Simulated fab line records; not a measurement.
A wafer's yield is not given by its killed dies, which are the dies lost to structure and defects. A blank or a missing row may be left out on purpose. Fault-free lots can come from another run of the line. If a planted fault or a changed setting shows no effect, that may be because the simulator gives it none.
fab line records	flow n5-finfet
[record] lots = 5	wafers = 15	last-day = 17
route steps=1938 shown FIN_SAQP@130 PASSIVATION@1936
lots with no fault: from the same line, run without faults
start-h: hours from the record's first day to the start of the lot's first wafer shown	wait-h: hours elapsed since this lot's preceding step	" the same as in the row above	L1.1+2: several wafers, shown together as one row	- no value present, or no start provided	* or withheld: withheld	< > ~ a bound
route shown NAME@n: names a module that has steps shown in the file, with the first one's number in the route	usual: mean/standard deviation taken from wafers without a fault	same: alike in all rows	chamber/n: place in a boat	sites: the reading at each site	_std_site: the standard deviation of these	_edge_site: outer sites' mean less inner sites'	radius-mm: how far each site lies from the wafer's centre	mask NAME#n: copy n	behind: the last tool/chamber to shape the wafer	hold: what put the lot on hold/how long, in hours/how the hold closed	device: the transistor (n, p or np) that didn't switch	end of line: the same wafers' tests at the end of the route	step lacking rows: just its recipe	killed: the dies lost at the first sort to structure and to defects; this is not the yield of the wafer	map: shows each die of a wafer: x if killed, . if not, _ if none is there
set.NAME: the run value of the setting; set.NAME@STEP: its run value at that earlier step	model.NAME: the simulator's own value behind a step, which no gauge read
lots at selected steps of the route; one table per step, one row per wafer
services: a tool's chamber out of use, with start hour (start-h, from the record's first day; less than 0 if before it), hours out, and reason
[[steps]]
[step N5_FIN_SAQP_ETCH_65]
[recipe] chemistry = CF4	target = SiO2	target-depth-a = 40	ion-energy-ev = 350	time-s = 4.4	pressure-mtorr = 10	icp-w = 800	bias-w = 400	cf4-flow-sccm = 80
[usual] drypump-motor-current-A = 5.8/0.52	oes-product-au = 1.001/0.018	throttle-valve-pct = 21.78/0.29
lot.wafer	tool	chamber	start-h	wait-h	drypump-motor-current-A	oes-product-au	rf-hours-counter-h	throttle-valve-pct
L948.1	rie-si-05	1	48.02	0.1	5.0	1.004	58	21.59
L948.4	"	0	"	"	6.4	0.984	110	21.78
L948.5	"	1	"	"	5.0	1.004	-	21.58
L956.3	rie-si-01	1	99.23	0.1	5.8	1.015	67	21.30
L956.5	"	2	"	"	6.5	1.014	-	21.67
L956.6	"	3	"	"	5.8	0.983	-	21.95
L961.2	rie-si-01	0	126.04	0.1	6.1	0.966	171	22.18
L961.3	"	2	"	"	6.5	1.001	25	21.69
L961.6	"	2	"	"	6.5	0.995	-	21.64
L962.1	rie-si-01	2	131.91	0.1	6.5	1.005	25	21.67
L962.3	"	1	"	"	5.8	0.995	67	21.28
L962.5	"	2	"	"	6.5	1.001	-	21.67
L964.3	rie-si-01	1	144.53	0.1	5.8	1.004	68	21.28
L964.4	"	3	"	"	5.8	0.987	2	21.94
L964.5	"	2	"	"	6.5	1.004	-	21.68
[step N5_FIN_SAQP_MANDREL_ETCH_58]
[recipe] chemistry = HBr/Cl2	target = a-Si	target-depth-a = 450	bt-time-s = 10	stop-on = SiNx	mask-material = SiO2	over-etch-frac = 0.8	time-s = 27	pressure-mtorr = 10	icp-w = 800	bias-w = 75	HBr_flow_sccm = 150	Cl2_flow_sccm = 80	ends = end-point
[step N5_FIN_SAQP_RECESS_63]
[recipe] chemistry = HF/NH3	target = SiO2	target-depth-a = 180	afs-cycles = 3	temp-c = 30	sublimation-temp-c = 180	sublimation-time-s = 60
[usual] drypump-motor-current-A = 5.6/0.37	sublimation-temp-c = 179.99/0.15
lot.wafer	tool	chamber	start-h	wait-h	drypump-motor-current-A	sublimation-temp-c
L948.1	vapor-etch-01	0	48.92	0.8	6.0	179.85
L948.4	"	0	"	"	6.0	180.02
L948.5	"	1	"	"	5.9	180.15
L956.3	vapor-etch-02	0	99.46	0.2	5.2	180.07
L956.5	"	0	"	"	5.2	180.07
L956.6	"	1	"	"	5.2	179.84
L961.2	vapor-etch-01	0	126.16	0.1	6.0	179.79
L961.3	"	0	"	"	6.0	179.76
L961.6	"	0	"	"	6.0	179.98
L962.1	vapor-etch-02	1	132.02	0.1	5.2	180.01
L962.3	"	0	"	"	5.2	180.10
L962.5	"	1	"	"	5.2	179.95
L964.3	vapor-etch-01	1	145.06	0.5	5.9	180.00
L964.4	"	0	"	"	6.0	179.85
L964.5	"	0	"	"	6.0	180.05
[step N5_FIN_SAQP_COAT_68]
[recipe] resist = SOC	temp-c = 250	time-s = 60	spin-rpm = 1500	resist-thk-nm = 100
[step N5_FIN_SAQP_ETCH_69]
[recipe] chemistry = N2/H2	target = SOC	target-depth-a = 1500	stop-on = SiNx	ion-energy-ev = 100	bias-w = 61	pressure-mtorr = 30	source-w = 850	n2-flow-sccm = 200	h2-flow-sccm = 200
[step N5_FIN_SAQP_ETCH_67]
[recipe] chemistry = CH3F/O2	target = SiNx	target-depth-a = 300	mask-material = SOC	pressure-mtorr = 30	source-w = 395	bias-w = 73	Ar_flow_sccm = 150	CH3F_flow_sccm = 30	O2_flow_sccm = 20	ion-energy-ev = 120
[usual] drypump-motor-current-A = 6.0/0.44	oes-product-au = 0.75/0.064	rf-vpp-V = 296/5.5	showerhead-plenum-p-Torr = 1.99/0.063	throttle-valve-pct = 16.28/0.22
lot.wafer	tool	chamber	start-h	wait-h	drypump-motor-current-A	oes-product-au	rf-hours-counter-h	rf-vpp-V	showerhead-plenum-p-Torr	throttle-valve-pct
L948.1	rie-diel-04	3	49.52	0.0	6.1	0.86	69	305	1.95	16.05
L948.4	"	0	"	"	6.6	0.71	171	302	2.08	16.11
L948.5	"	1	"	"	6.1	0.73	-	297	2.07	16.10
L956.3	rie-diel-05	1	99.95	0.0	5.0	0.73	168	289	2.00	16.17
L956.5	"	1	"	"	5.0	0.72	-	288	2.00	16.18
L956.6	"	0	"	"	5.8	0.69	-	289	1.89	16.23
L961.2	rie-diel-04	3	126.67	0.0	6.0	0.81	97	305	1.94	16.09
L961.3	"	0	"	"	6.6	0.69	201	301	2.07	16.15
L961.6	"	0	"	"	6.6	0.69	-	303	2.07	16.16
L962.1	rie-diel-04	0	132.53	0.0	6.5	0.69	202	302	2.07	16.17
L962.3	"	1	"	"	6.1	0.71	209	296	2.06	16.19
L962.5	"	3	"	"	6.1	0.82	-	305	1.94	16.11
L964.3	rie-diel-05	0	145.45	0.0	5.8	0.68	227	288	1.88	16.26
L964.4	"	2	"	"	5.9	0.70	232	293	1.89	16.49
L964.5	"	1	"	"	5.0	0.72	-	289	1.99	16.20
[step N5_FIN_SAQP_STRIP_70]
[recipe] chemistry = N2/H2	power-w = 500	temp-c = 40	pressure-mtorr = 50	rf-frequency-hz = 6e+07	overash-fraction = 0.3	bias-power-w = 28	h2-frac = 0.5	n2-flow-sccm = 300	h2-flow-sccm = 300
[step N5_FIN_SAQP_RECESS_71]
[recipe] chemistry = HF/NH3	target = SiO2	target-depth-a = 30	afs-cycles = 1	temp-c = 30	sublimation-temp-c = 180	sublimation-time-s = 60
[usual] drypump-motor-current-A = 5.7/0.36	sublimation-temp-c = 180.00/0.16
lot.wafer	tool	chamber	start-h	wait-h	drypump-motor-current-A	sublimation-temp-c
L948.1	vapor-etch-01	1	49.62	0.0	5.9	179.94
L948.4	"	1	"	"	5.9	179.87
L948.5	"	0	"	"	6.0	180.04
L956.3	vapor-etch-01	0	100.09	0.1	6.0	180.12
L956.5	"	1	"	"	5.9	179.74
L956.6	"	0	"	"	6.0	179.99
L961.2	vapor-etch-01	1	126.77	0.0	5.9	179.99
L961.3	"	1	"	"	5.9	180.27
L961.6	"	0	"	"	6.0	179.83
L962.1	vapor-etch-02	1	132.63	0.0	5.2	179.86
L962.3	"	0	"	"	5.2	180.07
L962.5	"	0	"	"	5.2	180.00
L964.3	vapor-etch-01	0	145.59	0.1	6.0	179.66
L964.4	"	1	"	"	5.9	180.07
L964.5	"	0	"	"	6.0	179.91
[step N5_FIN_SAQP_SPACER2_ALD_28]
[recipe] material = SiO2	target-thk-a = 81	temp-c = 300	ald-precursor-family = BDEAS	ald-co-reactant = O2-plasma	pulse-time-s = 1	purge-time-s = 2	co-reactant-purge-time-s = 2	pressure-torr = 2
[usual] heater-power-w = 472/41	precursor-pulse-height-rel = 1.002/0.02
lot.wafer	tool	chamber	start-h	wait-h	heater-power-w	precursor-pulse-height-rel
L948.1	ald-sin-04	2	49.77	0.1	469	1.011
L948.4	"	0	"	"	462	0.980
L948.5	"	3	"	"	438	1.038
L956.3	ald-sin-02	0	102.03	1.9	417	1.009
L956.5	"	0	"	"	425	0.989
L956.6	"	1	"	"	522	0.991
L961.2	ald-sin-02	0	126.92	0.1	416	1.002
L961.3	"	2	"	"	481	1.000
L961.6	"	0	"	"	413	0.999
L962.1	ald-sin-04	0	132.77	0.1	476	1.050
L962.3	"	3	"	"	450	1.013
L962.5	"	2	"	"	479	0.980
L964.3	ald-sin-02	2	145.95	0.3	478	1.014
L964.4	"	1	"	"	513	0.987
L964.5	"	0	"	"	415	0.996
[step N5_FIN_SAQP_SPACER2_ETCHBACK_29]
[recipe] chemistry = CHF3/O2	mode = anisotropic-etchback	target = SiO2	target-depth-a = 122	time-s = 6.1	pressure-mtorr = 30	source-w = 650	bias-w = 170	Ar_flow_sccm = 200	CHF3_flow_sccm = 50	O2_flow_sccm = 5	ion-energy-ev = 200
[step N5_FIN_SAQP_MANDREL2_REMOVE_60]
[recipe] chemistry = HBr/Cl2/O2	bt-time-s = 10	target = a-Si	stop-on = SiNx	endpoint = OES-SiCl	over-etch-frac = 1	icp-w = 600	bias-w = 22	HBr_flow_sccm = 150	Cl2_flow_sccm = 80	O2_flow_sccm = 5	pressure-mtorr = 10
[step N5_FIN_SAQP_CD_MEAS_31]
[recipe] target-cd-nm = 8	landing-energy-ev = 1000	detector = se-inlens	polarity = line
[usual] cd-nm = 8.12/0.2
lot.wafer	tool	chamber	start-h	wait-h	cd-nm
L948.1	cd-sem-03	0	50.55	0.1	8.07
L948.4	"	0	"	"	8.08
L948.5	"	0	"	"	8.33
L956.3	cd-sem-02	0	102.67	0.1	8.14
L956.5	"	0	"	"	7.89
L956.6	"	0	"	"	8.40
L961.2	cd-sem-01	0	127.45	0.1	8.17
L961.3	"	0	"	"	8.48
L961.6	"	0	"	"	8.30
L962.1	cd-sem-01	0	133.58	0.1	8.05
L962.3	"	0	"	"	8.40
L962.5	"	0	"	"	8.23
L964.3	cd-sem-03	0	146.48	0.1	8.43
L964.4	"	0	"	"	8.48
L964.5	"	0	"	"	8.26
[step N5_FIN_SAQP_HM_OPEN_33]
[recipe] chemistry = CH3F/O2	target = SiNx	mask-material = SiO2	target-depth-a = 494	time-s = 70.6	pressure-mtorr = 30	source-w = 395	bias-w = 73	Ar_flow_sccm = 150	CH3F_flow_sccm = 30	O2_flow_sccm = 20	ion-energy-ev = 120	ends = cleared
[usual] drypump-motor-current-A = 6.0/0.44	etch-rf-on-time-s = 69.6/1.5	oes-product-au = 0.66/0.068	rf-vpp-V = 296/5.2	showerhead-plenum-p-Torr = 1.99/0.058	throttle-valve-pct = 16.28/0.24
lot.wafer	tool	chamber	start-h	wait-h	drypump-motor-current-A	etch-rf-on-time-s	oes-product-au	rf-hours-counter-h	rf-vpp-V	showerhead-plenum-p-Torr	throttle-valve-pct
L948.1	rie-diel-03	0	50.67	0.1	5.3	69.0	0.65	144	296	2.01	16.34
L948.4	"	1	"	"	6.6	68.2	0.81	-	294	1.97	15.95
L948.5	"	2	"	"	6.0	70.2	0.64	-	299	2.08	16.79
L956.3	rie-diel-03	2	102.82	0.1	5.9	69.7	0.63	197	299	2.07	16.83
L956.5	"	3	"	"	5.5	67.9	0.82	-	301	1.98	16.28
L956.6	"	0	"	"	5.3	69.9	0.63	-	293	2.01	16.37
L961.2	rie-diel-04	2	127.50	0.0	6.4	71.5	0.60	192	293	1.97	16.55
L961.3	"	3	"	"	6.0	69.7	0.70	97	304	1.94	16.09
L961.6	"	2	"	"	6.4	71.8	0.61	-	292	1.97	16.54
L962.1	rie-diel-03	0	133.81	0.2	5.3	43.5	0.83	173	295	2.00	16.43
L962.3	"	3	"	"	5.5	67.4	0.79	24	301	1.98	16.31
L962.5	"	2	"	"	5.9	70.1	0.62	-	299	2.07	16.84
L964.3	rie-diel-04	2	146.60	0.1	6.4	67.6	0.61	198	292	1.97	16.57
L964.4	"	1	"	"	6.1	68.4	0.60	-	295	2.06	16.15
L964.5	"	3	"	"	6.1	70.0	0.69	-	305	1.94	16.11
[step N5_FIN_SAQP_ETCH_34]
[recipe] chemistry = C4F6/O2	target = SiO2	target-depth-a = 450	time-s = 15	ion-energy-ev = 250	pressure-mtorr = 30	source-w = 345	bias-w = 185	Ar_flow_sccm = 300	C4F6_flow_sccm = 10	O2_flow_sccm = 10	ends = cleared
[step N5_PASSIVATION_PROBE_49]
[usual] killed_at_M0_to_M3 = 34/11	killed_at_M4_up = 14/5.7	killed-at-contacts = 14/6.9	killed-at-front-end = 40/11	killed-at-other = 4/3.1	killed-dies = 105/17	killed-open = 70/13	killed-short = 34/7.6
[same] gross-dies = 1180	killed-at-back-side = 0
lot.wafer	tool	chamber	start-h	wait-h	killed_at_M0_to_M3	killed_at_M4_up	killed-at-contacts	killed-at-front-end	killed-at-other	killed-dies	killed-open	killed-short
L948.1	prober-02	-	298.54	0.0	15	7	11	40	10	83	48	35
L948.4	prober-02	-	298.69	0.2	22	13	9	31	10	85	50	33
L948.5	prober-02	-	298.74	0.2	18	10	4	41	7	80	40	38
L956.3	prober-01	-	362.21	0.1	37	13	14	35	0	99	65	32
L956.5	prober-01	-	362.31	0.2	60	8	11	52	2	133	84	47
L956.6	prober-01	-	362.36	0.3	23	16	16	34	4	93	56	34
// killed by level:class
L948.1 FIN_SAQP:geometric-particle:open=16 FIN_SAQP:geometric-particle:short=9 MOL_CONTACT_COAG:geometric-particle:open=7 BEOL_M0_SAQP:geometric-particle:open=5 MOL_CONTACT_COAG:geometric-particle:short=4 STARTING-WAFER:geometric-particle:open=4 STI_FIN_REVEAL:geometric-particle:open=3 BEOL_M0_SAQP:geometric-particle:short=3
L948.4 BEOL_M0_SAQP:geometric-particle:open=7 FIN_SAQP:geometric-particle:short=6 MOL_CONTACT_COAG:geometric-particle:open=6 FIN_SAQP:geometric-particle:open=5 STI_FIN_REVEAL:geometric-particle:open=5 MOL_CONTACT_COAG:geometric-particle:short=3 BEOL_M0_SAQP:geometric-particle:short=3 BEOL_M8:geometric-particle:open=3
L948.5 FIN_SAQP:geometric-particle:short=16 FIN_SAQP:geometric-particle:open=12 BEOL_M3:geometric-particle:open=4 BEOL_M0_SAQP:geometric-particle:short=4 MOL_CONTACT_COAG:geometric-particle:short=3 BEOL_M0:geometric-particle:open=3 BEOL_M1:geometric-particle:open=3 MIM_TOP_ETCH:geometric-particle:open=3
L956.3 MOL_CONTACT_COAG:geometric-particle:open=13 BEOL_M3:geometric-particle:open=10 BEOL_M1:geometric-particle:open=6 BEOL_M4:geometric-particle:open=5 BEOL_M0_SAQP:geometric-particle:open=5 BEOL_M0_SAQP:geometric-particle:short=5 STARTING-WAFER:geometric-particle:open=5 FIN_SAQP:geometric-particle:short=4
L956.5 BEOL_M0_SAQP:geometric-particle:short=16 FIN_SAQP:geometric-particle:short=11 FIN_SAQP:geometric-particle:open=11 STI_FIN_REVEAL:geometric-particle:open=11 BEOL_M1:geometric-particle:open=11 BEOL_M3:geometric-particle:open=10 MOL_CONTACT_COAG:geometric-particle:open=9 BEOL_M2:geometric-particle:open=8
L956.6 MOL_CONTACT_COAG:geometric-particle:open=11 BEOL_M4:geometric-particle:open=9 FIN_SAQP:geometric-particle:short=8 BEOL_M3:geometric-particle:open=7 STI_FIN_REVEAL:geometric-particle:open=6 GATE_CUT:geometric-particle:short=6 MOL_CONTACT_COAG:geometric-particle:short=5 FIN_SAQP:geometric-particle:open=4
[[services]]
tool	chamber	start-h	hours	kind
rie-si-01	3	25.42	-	clean
rie-si-01	3	25.42	-	consumable-replace:focus-ring
rie-si-01	3	25.42	13.3	scheduled-down
rie-si-01	3	25.42	13.3	vent-cycle
rie-diel-05	0	37.87	5.3	repair
vapor-etch-02	-	40.62	10.0	pm
rie-diel-03	3	42.17	-	clean
rie-diel-03	3	42.17	-	consumable-replace:focus-ring
rie-diel-03	3	42.17	19.3	scheduled-down
rie-diel-03	3	42.17	19.3	vent-cycle
ald-sin-04	1	44.29	13.1	repair
ald-sin-02	0	52.12	9.3	repair
vapor-etch-01	-	64.55	0.1	repair
ald-sin-04	-	80.53	2.8	pm
rie-diel-03	-	95.44	6.3	repair
rie-diel-04	1	111.29	4.4	repair
rie-si-05	-	127.91	2.8	pm
vapor-etch-02	-	134.11	19.1	repair
rie-diel-04	0	137.60	42.6	repair
[[key]]
[first-sign] step = N5_FIN_SAQP_HM_OPEN_33	reading = etch-rf-on-time-s	direction = down	sigmas = 18	usual = *	struck = *
effect none on later readings
met-at N5_FIN_SAQP_HM_OPEN_33
struck-wafers L962.1
tester-left-out L962
onset-between 102.82 133.81
[fault] kind = process-parameter-drift	tool = rie-diel-03	chamber = -	onset-h = 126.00	steps = N5_FIN_SAQP_HM_OPEN_33	channel = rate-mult	offset = 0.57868	shape = step	end-h = 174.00	scope = struck-wafers-only
// tester-left-out: of these lots the tester's yield and bins aren't shown, on N5 and GAA mostly nor the transistor test; their killed dies are dies lost to structure and defects alone, not to doping, threshold or leakage, so they don't give the yield
